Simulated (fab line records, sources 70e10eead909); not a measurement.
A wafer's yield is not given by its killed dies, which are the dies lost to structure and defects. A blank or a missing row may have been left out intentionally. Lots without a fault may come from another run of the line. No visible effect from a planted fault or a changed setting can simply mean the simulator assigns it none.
Chamber matching + flow nand-harc + NHARC_A_CHANNEL_FILL_D2_ALD_25 on ald-hk-03: 4 sister chambers
The step deposits SiOx, target thk 60 nm, pulse time 10 s, ald cycles 600. 4 wafers are shown with their chamber, then 10 later ones without.

## WAFERS WITH THEIR CHAMBER
| wafer  | chamber | heater-power-w (W) |
|--------|---------|--------------------|
| L087.5 | 3       | 559                |
| L087.6 | 0       | 495                |
| L089.3 | 1       | 478                |
| L089.5 | 2       | 491                |

## WAFERS MISSING THEIR CHAMBER
| wafer  | heater-power-w (W) |
|--------|--------------------|
| L089.6 | 495                |
| L090.1 | 577                |
| L090.3 | 484                |
| L090.5 | 479                |
| L092.1 | 466                |
| L092.4 | 487                |
| L092.2 | 478                |
| L095.1 | 487                |
| L095.2 | 571                |
| L095.5 | 478                |

## THE CHAMBER EACH PASSED THROUGH
| wafer  | from the rows above          | in truth |
|--------|------------------------------|----------|
| L089.6 | can't be placed: 0 or 2      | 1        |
| L090.1 | 3                            | 3        |
| L090.3 | can't be placed: 1 or 2 or 0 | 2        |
| L090.5 | can't be placed: 1 or 2 or 0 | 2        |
| L092.1 | can't be placed: 1 or 2      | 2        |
| L092.4 | can't be placed: 2 or 0 or 1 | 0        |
| L092.2 | can't be placed: 1 or 2      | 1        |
| L095.1 | can't be placed: 2 or 0 or 1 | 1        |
| L095.2 | 3                            | 3        |
| L095.5 | can't be placed: 1 or 2      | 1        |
Correct placement for 2 of the 10. These rows do not allow placing 8 (true chamber among the candidates in 7). Number placed wrongly: 0.
How it was worked out, from the rows above alone: a wafer's distance from a chamber is the root of the sum, over the readings, of the square of ((its reading less the chamber's mean) divided by the reading's scatter). If the next closest chamber is less than 2 further off than the closest, the wafer can't be placed; otherwise it belongs to the closest. The mean given for a chamber averages the wafers shown for that chamber. The scatter: with one shown wafer a chamber, the root of the mean of the squares of how far each hidden wafer lies from its nearest shown one.
